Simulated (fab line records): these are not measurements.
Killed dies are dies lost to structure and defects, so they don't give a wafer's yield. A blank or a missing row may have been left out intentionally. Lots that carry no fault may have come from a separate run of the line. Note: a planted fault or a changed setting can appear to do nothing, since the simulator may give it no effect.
Split-lot trial | flow n5-finfet | 7 lots, 39 wafers read, on a route of 1938 steps

## ON THE SPLIT
At N5_BEOL_M5_ILD_DEP_00 (deposits SiCOH lowk from DEMS/porogen, target thk 140.64 nm, time 25.9 s), the setting time-s was moved away from the recipe's 25.9 s on 18 of the 39 wafers read, by -55.4% to +58.5%. This setting was run at the recipe's value on the other wafers.

## FROM SPLIT TO READING: 1 step shown by the file between the two
- N5_BEOL_M5_CURE_79: cures SiCOH lowk, time 240 s

## THE READING
Values of M5_ILD_THK in nm from N5_BEOL_M5_THK_MEAS_01. Fault-free wafers of this fab line usually give 121.1 nm, standard deviation 1.8 nm.

wafer  | tool, chamber at the split | time-s as run, s | against the recipe | M5_ILD_THK, nm | against lot-mates on the recipe
L076.1 | pecvd-03, 1                | 25.9             | recipe             | 119.6          | -
L076.4 | pecvd-03, 2                | 25.9             | recipe             | 120.5          | -
L076.6 | pecvd-03, 1                | 25.9             | recipe             | 120.2          | -
L074.1 | pecvd-02, 0                | 35.62            | +37.5%             | 163.9          | +42.3
L074.2 | pecvd-02, 1                | 25.9             | recipe             | 117.9          | -
L074.3 | pecvd-02, 1                | 35.62            | +37.5%             | 162.2          | +40.6
L074.4 | pecvd-02, 0                | 25.9             | recipe             | 123.1          | -
L074.5 | pecvd-02, 1                | 35.62            | +37.5%             | 164.3          | +42.7
L074.6 | pecvd-02, 0                | 25.9             | recipe             | 123.8          | -
L077.1 | pecvd-03, 2                | 35.48            | +37.0%             | 163.2          | +41.2
L077.2 | pecvd-03, 1                | 35.48            | +37.0%             | 164.7          | +42.7
L077.3 | pecvd-03, 0                | 25.9             | recipe             | 121.5          | -
L077.4 | pecvd-03, 1                | 25.9             | recipe             | 123.0          | -
L077.5 | pecvd-03, 2                | 25.9             | recipe             | 121.4          | -
L077.6 | pecvd-03, 0                | 35.48            | +37.0%             | 166.4          | +44.4
L082.1 | pecvd-04, 0                | 12.25            | -52.7%             | 59.4           | -63.8
L082.2 | pecvd-04, 2                | 25.9             | recipe             | 122.7          | -
L082.3 | pecvd-04, 1                | 12.25            | -52.7%             | 59.1           | -64.1
L082.4 | pecvd-04, 1                | 25.9             | recipe             | 122.8          | -
L082.5 | pecvd-04, 0                | 12.25            | -52.7%             | 61.3           | -61.9
L082.6 | pecvd-04, 2                | 25.9             | recipe             | 124.1          | -
L088.1 | pecvd-02, 2,1              | 25.9             | recipe             | 118.1          | -
L088.2 | pecvd-02, 1                | 41.05            | +58.5%             | 184.2          | +65.5
L088.3 | pecvd-02, 0                | 25.9             | recipe             | 119.9          | -
L088.4 | pecvd-02, 2,1              | 25.9             | recipe             | 118.1          | -
L088.5 | pecvd-02, 2                | 41.05            | +58.5%             | 190.1          | +71.4
L088.6 | pecvd-02, 0                | 41.05            | +58.5%             | 191.1          | +72.4
L092.1 | pecvd-04, 0                | 11.55            | -55.4%             | 54.8           | -67.4
L092.2 | pecvd-04, 1                | 11.55            | -55.4%             | 55.2           | -67.0
L092.3 | pecvd-04, 2                | 25.9             | recipe             | 120.3          | -
L092.4 | pecvd-04, 0                | 11.55            | -55.4%             | 55.4           | -66.8
L092.5 | pecvd-04, 1                | 25.9             | recipe             | 124.5          | -
L092.6 | pecvd-04, 2                | 25.9             | recipe             | 121.8          | -
L095.1 | pecvd-03, 0                | 17.06            | -34.1%             | 80.9           | -41.5
L095.2 | pecvd-03, 2                | 25.9             | recipe             | 121.9          | -
L095.3 | pecvd-03, 1                | 17.06            | -34.1%             | 79.2           | -43.2
L095.4 | pecvd-03, 2                | 25.9             | recipe             | 123.1          | -
L095.5 | pecvd-03, 0                | 17.06            | -34.1%             | 80.1           | -42.3
L095.6 | pecvd-03, 1                | 25.9             | recipe             | 122.1          | -
Where a row lists several chambers, the file gives one row for several wafers and doesn't say which wafer went through which chamber.

FIT RESULTS
A straight line over all 39 wafers: M5_ILD_THK changes by +1.17 nm for each +1% of time-s; r = +1.00; the points scatter about the line by 1.9 nm.
The same after taking each lot's own level away (the mean of its wafers on the recipe; 39 wafers): +1.19 nm for each +1%; r = +1.00; scatter 1.7 nm.
Per that fit: largest time-s move, reading shift of 70 nm.
The lots' own levels span 118.70 to 123.20 nm, that is 2.5 times the standard deviation above.
The two slopes are in agreement: the lot-to-lot level therefore moves the slope only a little.
Check: with one of the wafers moved furthest among these (+58.5%) left out of the fit, the line predicts +69.5 nm for it against its lot-mates. It came out at +65.5 nm against them.

## ADDITIONAL SPLITS CARRIED BY THESE WAFERS
Before the reading, these wafers also passed through other splits. Each is held against what the fit with the lots' levels taken away leaves over:
other split on the same wafers                    | wafers away from the commonest value | r with M5_ILD_THK (lot level and that fit taken away)
N5_PMOS_HMC_CHANNEL_EPI_DEVELOP_08 develop-time-s | 18                                   | -0.29
N5_FIN_SAQP_ETCH_65 time-s                        | 15                                   | -0.03
N5_SD_EPI_N_DEVELOP_08 develop-time-s             | 18                                   | -0.02
N5_BEOL_M0_SAQP_ETCH_106 target-depth-a           | 18                                   | -0.10

## THE WHOLE CHAIN: every reading that the file lists as answering this split, in the file's order
step                   | what it does                                                             | reading                                                                                  | change (the file's fit)              | r (the file's)
N5_BEOL_M5_ILD_DEP_00  | deposits SiCOH lowk from DEMS/porogen, target thk 140.64 nm, time 25.9 s | SiCOH_lowk_of_BEOL_M5_ILD_DEP_00.thk-nm (the simulator's own value, which no gauge read) | +1.37 nm for each +1% of the setting | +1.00
N5_BEOL_M5_CURE_79     | cures SiCOH lowk, time 240 s                                             | SiCOH_lowk_of_BEOL_M5_ILD_DEP_00.thk-nm (the simulator's own value, which no gauge read) | +1.19 nm for each +1% of the setting | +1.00
N5_BEOL_M5_THK_MEAS_01 |                                                                          | M5_ILD_THK                                                                               | +1.19 for each +1% of the setting    | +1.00

## FILE'S OWN FIT
M5_ILD_THK changes by +1.19 nm for each +1% of time-s, r = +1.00.
